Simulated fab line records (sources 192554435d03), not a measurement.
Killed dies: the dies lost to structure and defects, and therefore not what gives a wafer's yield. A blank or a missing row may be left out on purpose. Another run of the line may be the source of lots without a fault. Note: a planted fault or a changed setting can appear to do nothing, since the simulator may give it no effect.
A struck lot beside a sound one | flow n5Finfet | 38 out of 1938 route steps
Sound: the wafers L162.2, L162.3, L162.5. Struck: wafer L170.6 (L170.3, L170.4, from the same lot, were not struck and are left out); the cause is given at the end.
At each step with rows: each side's tool, then ch and its chambers, then its first start. Under that, the readings that differ: sound wafers | struck wafers | difference of the means | sigmas: that difference in standard deviations of wafers without a fault.
alike: readings with means less than 2 such deviations apart, plus words and numbers identical on both sides. not compared: withheld readings, readings lacking a value on some wafer, bounds such as >300 that could conceal the same value, and numbers that have no deviation in the record and whose values overlap.
Wherever a step has rows on one side only, a row that says differs or no value, or a row with sigmas, the two part there. Non-overlapping numbers with no deviation appear without sigmas and do not part them. Lack of a reading on every wafer of one side parts them only where that side has two or more wafers.

first, 9 steps without rows for these wafers: N5_BEOL_M2_ANNEAL_95 (time 240 s); N5_BEOL_M2_SPUTTER_96 (material Cu, target thk 4.5 nm, time 8.29 s); N5_BEOL_M2_ECD_50 (material Cu, target thk 300 nm); N5_BEOL_M2_ANNEAL_51 (time 90 s); N5_BEOL_M2_CMP_52 (polishes, stops on SiOC, t overpolish 6.8 s, target thk 40 nm); N5_BEOL_M2_PRE_CLEAN_60 (time 15 s); N5_BEOL_M2_CO_CAP_55 (material Co, precursor CCTBA/H2, target thk 2 nm, time 102.1 s); N5_BEOL_M2_PRE_CLEAN_56 (time 15 s); N5_BEOL_M2_DEP_57 (deposits SiCN from 3MS/NH3, target thk 8 nm, time 14 s).
N5_BEOL_M3_ILD_DEP_00: deposits SiOC from DEMS/O2, target thk 79 nm, time 15.3 s.
  sound on pecvd-04 ch 0,2, day 7 06:12; struck on pecvd-04 ch 0, day 9 06:04
reading                                     | sound          | struck | difference | sigmas
model.SiOC_of_BEOL_M3_ILD_DEP_00.thkNm (nm) | 77.4 78.4 78.4 | 72.6   | -5.5       | 
  alike: heaterPowerW, showerheadPlenumPTorr, throttleValvePct
N5_BEOL_M3_THK_MEAS_01:
  sound on filmMetro-01, day 7 06:16; struck on filmMetro-01, day 9 06:08
reading         | sound          | struck | difference | sigmas
M3_ILD_THK (nm) | 77.5 78.4 78.5 | 72.7   | -5.4       | -5
then, 24 steps without rows for these wafers: N5_BEOL_M3_PECVD_72 (deposits SiO2 from TEOS/O2, target thk 16 nm, time 18 s); N5_BEOL_M3_HM_DEP_02 (deposits TiN, target thk 20 nm); N5_BEOL_M3_COAT_61 (time 60 s, resist thk 60 nm); N5_BEOL_M3_COAT_62 (time 60 s, resist thk 12 nm); N5_BEOL_M3_COAT_73 (time 60 s, resist thk 5 nm); N5_BEOL_M3_COAT_05 (resist thk 30 nm); N5_BEOL_M3_EBR_07; N5_BEOL_M3_SOFTBAKE_06 (time 60 s); N5_BEOL_M3_EXPOSE_08 (exposes mask M3); N5_BEOL_M3_PEB_09 (peb time 60 s); N5_BEOL_M3_DEVELOP_10 (develop time 30 s); N5_BEOL_M3_DESCUM_16 (chemistry O2, time 7 s); N5_BEOL_M3_ETCH_74 (etches underlayer in N2/H2, target depth 6.5 nm, time 5.2 s); N5_BEOL_M3_ETCH_63 (etches SiARC in CF4, target depth 15.6 nm, time 26 s); N5_BEOL_M3_ETCH_64 (etches SOC in N2/H2, target depth 75 nm, overetch 15 nm, time 112.5 s); N5_BEOL_M3_STRIP_65 (strips in N2/H2); N5_BEOL_M3_STRIP_75 (strips in N2/H2); N5_BEOL_M3_STRIP_66 (strips in CF4); N5_BEOL_M3_HM_OPEN_17 (chemistry Cl2/BCl3, target TiN, target depth 20 nm, overetch 6 nm); N5_BEOL_M3_STRIP_19 (strips in O2); N5_BEOL_M3_COAT_67 (time 60 s, resist thk 60 nm); N5_BEOL_M3_COAT_68 (time 60 s, resist thk 12 nm); N5_BEOL_M3_COAT_76 (time 60 s, resist thk 5 nm); N5_BEOL_M3_COAT_22 (resist thk 30 nm).
N5_BEOL_M3_CMP_52: polishes, stops on SiOC, t overpolish 6.8 s, target thk 40 nm.
  sound on cmp-02 ch 0,1,2, day 7 15:53; struck on cmp-04 ch 3, day 9 18:28
reading                                     | sound          | struck | difference | sigmas
model.Cu_of_BEOL_M3_ECD_50.thkNm (nm)       | 37.6 41 40.4   | 32.6   | -7.1       | 
model.SiOC_of_BEOL_M3_ILD_DEP_00.thkNm (nm) | 74.4 75.4 75.4 | 69.6   | -5.5       | 
  alike: motorCurrentA
N5_BEOL_M4_RC_MEAS_101:
  sound on prober-01 ch 0, day 8 06:49; struck on prober-02 ch 0, day 10 04:53
reading       | sound          | struck | difference | sigmas
SS_P (mV/dec) | 74.3 73.2 74.8 | 72.4   | -1.7       | -2
  alike: DIBL_N, DIBL_P, IOFF_N, IOFF_P, ION_N, ION_P, SS_N, VT_N, VT_P
-- a jump in the record: the struck wafers' starts before and after are 5 days apart (it breaks off in module BEOL_M4 and resumes in module PASSIVATION, where the first step shown is number 1936 of the route) --
N5_PASSIVATION_PROBE_49:
  sound on prober-02, day 12 00:12; struck on prober-02, day 14 17:09
reading                 | sound          | struck | difference | sigmas
defectLimitedYield (%)  | 89.9 93.1 95.1 | 89.2   | -3.5       | -2
killed_at_M0_to_M3      | 27 21 17       | 44     | +22        | +2
killedDies              | 119 81 58      | 127    | +41        | +2
killedShort             | 35 23 17       | 40     | +15        | +2
sort_bin_5_function (%) | 6.0 3.7 3.2    | 7.4    | +3.1       | +3
sort_bin_8_speed (%)    | 0 0.25 0       | 0      | +0         | -2
sortNPass               | 1061 1096 1122 | 1053   | -40        | -2
  alike: killed_at_M4_up, killedAtContacts, killedAtFrontEnd, killedAtOther, killedOpen, sort_bin_6_memory

WHERE THEY PART
First at N5_BEOL_M3_THK_MEAS_01; last, within this record, at N5_PASSIVATION_PROBE_49.

WHY: what the simulator had put in
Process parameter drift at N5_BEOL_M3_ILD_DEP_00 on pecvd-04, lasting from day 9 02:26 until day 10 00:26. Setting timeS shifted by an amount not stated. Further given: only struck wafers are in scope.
